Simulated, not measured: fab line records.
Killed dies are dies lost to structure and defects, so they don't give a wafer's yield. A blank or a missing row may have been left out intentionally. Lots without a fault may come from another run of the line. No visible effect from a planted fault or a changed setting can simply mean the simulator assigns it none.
What tool caused it? ; flow n5 finfet ; 24 lots, 72 wafers sampled, at 5 steps of a route of 1938

== WHAT EACH GAUGE READ, for each wafer ==
N5_BEOL_M6_CD_MEAS_11: the cd target is 38.5 nm.
lot;measured;on;cd nm (nm)
L074;day 8 08:50;cd sem-03;38.9 39.7 38.9
L077;day 9 05:37;cd sem-01;38.6 39.7 38.8
L076;day 9 07:17;cd sem-03;38.6 38.6 38.8
L075;day 9 17:24;cd sem-03;38.2 38.0 38.5
L078;day 9 23:58;cd sem-03;38.6 38.7 37.9
L080;day 10 23:16;cd sem-01;38.6 39.1 38.4
L079;day 10 23:06;cd sem-02;38.2 37.5 38.6
L082;day 11 00:22;cd sem-02;37.7 38.4 38.9
L081;day 11 04:14;cd sem-02;38.6 38.6 38.5
L083;day 11 08:08;cd sem-01;39.0 39.1 38.4
L084;day 12 05:53;cd sem-03;38.7 38.2 39.1
L085;day 12 04:32;cd sem-01;38.6 39.2 39.4
L087;day 12 10:10;cd sem-03;37.8 38.9 38.7
L088;day 12 10:28;cd sem-01;38.5 38.7 39.3
L089;day 12 15:04;cd sem-01;39.7 39.7 38.9
L086;day 12 15:14;cd sem-01;38.8 39.4 38.7
L090;day 12 23:32;cd sem-01;38.2 38.8 38.7
L091;day 13 09:38;cd sem-02;38.2 38.5 38.2
L092;day 13 18:01;cd sem-03;39.4 39.5 39.1
L093;day 13 22:49;cd sem-03;40.2 39.4 38.7
L095;day 14 22:05;cd sem-01;38.8 38.2 37.6
L094;day 15 03:10;cd sem-03;38.6 38.4 38.6
L096;day 15 03:20;cd sem-03;39.6 39.6 39.5
L097;day 16 02:46;cd sem-03;39.8 39.2 38.0

N5_BEOL_M7_CD_MEAS_11: the cd target is 38.5 nm.
lot;measured;on;cd nm (nm)
L074;day 8 17:59;cd sem-01;38.3 37.9 38.0
L077;day 9 14:17;cd sem-03;38.5 37.7 38.0
L076;day 9 17:10;cd sem-03;38.4 38.6 38.4
L075;day 10 03:38;cd sem-03;37.7 38.3 37.6
L078;day 10 07:35;cd sem-02;38.9 38.8 39.5
L080;day 11 08:21;cd sem-01;38.9 39.6 39.4
L079;day 11 08:31;cd sem-02;38.4 37.8 38.2
L082;day 11 08:41;cd sem-02;38.7 38.9 38.7
L081;day 11 14:45;cd sem-01;38.7 38.9 38.7
L083;day 11 14:50;cd sem-02;38.1 38.2 38.5
L084;day 12 15:25;cd sem-01;37.7 38.0 38.0
L085;day 12 12:27;cd sem-01;39.1 38.9 38.5
L087;day 12 20:07;cd sem-01;38.3 38.1 38.2
L088;day 12 20:21;cd sem-02;38.0 37.8 38.3
L089;day 12 23:47;cd sem-03;38.4 39.0 38.9
L086;day 12 23:34;cd sem-03;37.9 37.9 37.9
L090;day 13 10:01;cd sem-03;38.6 38.0 38.5
L091;day 13 17:41;cd sem-01;38.2 38.2 38.5
L092;day 14 04:32;cd sem-01;37.8 37.5 38.0
L093;day 14 08:11;cd sem-02;39.1 39.3 38.9
L095;day 15 07:51;cd sem-03;38.3 38.6 38.6
L094;day 15 09:10;cd sem-03;39.0 38.5 38.5
L096;day 15 11:40;cd sem-02;38.7 38.8 38.8
L097;day 16 08:17;cd sem-03;39.0 39.9 39.7

== EACH LOT AND THE TOOL THAT RAN IT (in order: tool; ch and the chambers of the sampled wafers; start) ==
lot;N5_BEOL_M5_CURE_80;N5_BEOL_M5_ANNEAL_82;N5_BEOL_M6_PRE_CLEAN_45
L074;uv cure-03 ch 1, day 7 23:50;pvd sputter-03, day 8 02:10;pvd sputter-03, day 8 13:35
L077;uv cure-03 ch 1, day 8 16:43;pvd sputter-03, day 8 19:23;pvd sputter-01, day 9 10:47
L076;uv cure-03 ch 0, day 8 23:20;pvd sputter-01, day 9 01:49;pvd sputter-03, day 9 11:20
L075;uv cure-01 ch 1, day 8 23:51;pvd sputter-02, day 9 09:55;pvd sputter-02, day 9 21:00
L078;uv cure-01 ch 2, day 9 10:58;pvd sputter-01, day 9 15:03;pvd sputter-01, day 10 04:07
L080;uv cure-03 ch 2, day 10 11:18;pvd sputter-02, day 10 15:12;pvd sputter-03, day 11 04:13
L079;uv cure-01 ch 0, day 10 11:23;pvd sputter-03, day 10 15:09;pvd sputter-03, day 11 04:28
L082;uv cure-03 ch 2, day 10 14:22;pvd sputter-01, day 10 18:25;pvd sputter-01, day 11 04:28
L081;uv cure-03 ch 2, day 10 18:29;pvd sputter-03, day 10 20:46;pvd sputter-01, day 11 08:35
L083;uv cure-03 ch 2, day 10 22:48;pvd sputter-02, day 11 01:29;pvd sputter-03, day 11 11:16
L084;uv cure-02 ch 2, day 11 18:26;pvd sputter-03, day 11 20:48;pvd sputter-01, day 12 11:19
L085;uv cure-01 ch 0, day 11 18:40;pvd sputter-02, day 11 21:04;pvd sputter-01, day 12 09:22
L087;uv cure-02 ch 1, day 11 23:57;pvd sputter-01, day 12 02:15;pvd sputter-01, day 12 14:22
L088;uv cure-03 ch 1, day 12 00:15;pvd sputter-03, day 12 02:45;pvd sputter-02, day 12 16:02
L089;uv cure-01 ch 1, day 12 05:47;pvd sputter-03, day 12 08:03;pvd sputter-02, day 12 17:25
L086;uv cure-02 ch 2, day 12 05:49;pvd sputter-02, day 12 08:05;pvd sputter-01, day 12 19:24
L090;uv cure-03 ch 0, day 12 11:57;pvd sputter-01, day 12 16:01;pvd sputter-01, day 13 06:11
L091;uv cure-03 ch 0, day 12 23:23;pvd sputter-02, day 13 01:38;pvd sputter-02, day 13 13:43
L092;uv cure-03 ch 2, day 13 07:37;pvd sputter-01, day 13 11:01;pvd sputter-02, day 13 21:10
L093;uv cure-01 ch 0, day 13 14:47;pvd sputter-01, day 13 17:16;pvd sputter-03, day 14 04:28
L095;uv cure-02 ch 0, day 14 12:20;pvd sputter-01, day 14 14:36;pvd sputter-03, day 15 03:43
L094;uv cure-02 ch 1, day 14 15:47;pvd sputter-03, day 14 18:37;pvd sputter-02, day 15 05:40
L096;uv cure-02 ch 2, day 14 17:32;pvd sputter-01, day 14 19:56;pvd sputter-02, day 15 06:52
L097;uv cure-02 ch 0, day 15 17:48;pvd sputter-03, day 15 20:04;pvd sputter-02, day 16 05:22
- N5_BEOL_M5_CURE_80: cures SiCOH lowk, time 120 s.
- N5_BEOL_M5_ANNEAL_82: time 1800 s.
- N5_BEOL_M6_PRE_CLEAN_45: time 30 s.

== AS READ BY THE TOOLS THEMSELVES (means over the sampled wafers that have a number; for cases with no such wafer, the mark the record gives instead) ==
N5_BEOL_M5_CURE_80.
lot;tool;lamp power pct (%);wafer_temp_C_max
L074;uv cure-03;52.36;371.9
L077;uv cure-03;52.31;371.7
L076;uv cure-03;52.32;371.8
L075;uv cure-01;52.26;371.1
L078;uv cure-01;52.33;372.2
L080;uv cure-03;52.35;370.9
L079;uv cure-01;52.35;371.4
L082;uv cure-03;52.27;371.1
L081;uv cure-03;52.24;370.9
L083;uv cure-03;52.30;370.8
L084;uv cure-02;52.34;371.0
L085;uv cure-01;52.37;371.8
L087;uv cure-02;52.27;371.6
L088;uv cure-03;52.32;372.1
L089;uv cure-01;52.30;371.1
L086;uv cure-02;52.35;371.1
L090;uv cure-03;52.28;372.0
L091;uv cure-03;52.26;372.0
L092;uv cure-03;52.30;371.4
L093;uv cure-01;52.36;371.7
L095;uv cure-02;52.32;371.9
L094;uv cure-02;52.32;371.0
L096;uv cure-02;52.28;371.1
L097;uv cure-02;52.28;372.2

N5_BEOL_M5_ANNEAL_82.
lot;tool;heater power w (W)
L074;pvd sputter-03;771
L077;pvd sputter-03;800
L076;pvd sputter-01;842
L075;pvd sputter-02;802
L078;pvd sputter-01;891
L080;pvd sputter-02;905
L079;pvd sputter-03;764
L082;pvd sputter-01;859
L081;pvd sputter-03;762
L083;pvd sputter-02;928
L084;pvd sputter-03;768
L085;pvd sputter-02;838
L087;pvd sputter-01;894
L088;pvd sputter-03;769
L089;pvd sputter-03;782
L086;pvd sputter-02;904
L090;pvd sputter-01;845
L091;pvd sputter-02;833
L092;pvd sputter-01;905
L093;pvd sputter-01;885
L095;pvd sputter-01;938
L094;pvd sputter-03;740
L096;pvd sputter-01;904
L097;pvd sputter-03;781

N5_BEOL_M6_PRE_CLEAN_45.
lot;tool;heater power w (W)
L074;pvd sputter-03;306
L077;pvd sputter-01;339
L076;pvd sputter-03;319
L075;pvd sputter-02;312
L078;pvd sputter-01;339
L080;pvd sputter-03;304
L079;pvd sputter-03;301
L082;pvd sputter-01;347
L081;pvd sputter-01;323
L083;pvd sputter-03;307
L084;pvd sputter-01;357
L085;pvd sputter-01;321
L087;pvd sputter-01;380
L088;pvd sputter-02;307
L089;pvd sputter-02;339
L086;pvd sputter-01;342
L090;pvd sputter-01;356
L091;pvd sputter-02;334
L092;pvd sputter-02;343
L093;pvd sputter-03;301
L095;pvd sputter-03;294
L094;pvd sputter-02;316
L096;pvd sputter-02;353
L097;pvd sputter-02;327

== THE ANSWER, worked out from the rows above alone ==
Rule: the lots themselves supply what counts as usual. The widest of any qualifying gaps counts: lots, ordered by their means at a reading, are off when they make up no more than a third of the lots, leave a main group of 4 or more, and stand apart from it by 3 or more times the standard deviation of that group's means. Not used: any main group whose means are identical at the precision the tables above print for the reading. A lot without any number at a reading at which 4 lots or more have one is off too. Where the step has rows for the other lots, those lots are counted as sound. Order of review: gauges by route order, followed by the tools' own readings, for which a lot's mean as printed above is used. The first step at which some lot is off is used, and at that step the reading that is off furthest; a lot without a number counts as furthest.
No lot is off at any reading shown: from this, nothing can be told.

== WHAT THE SIMULATOR PUT IN ==
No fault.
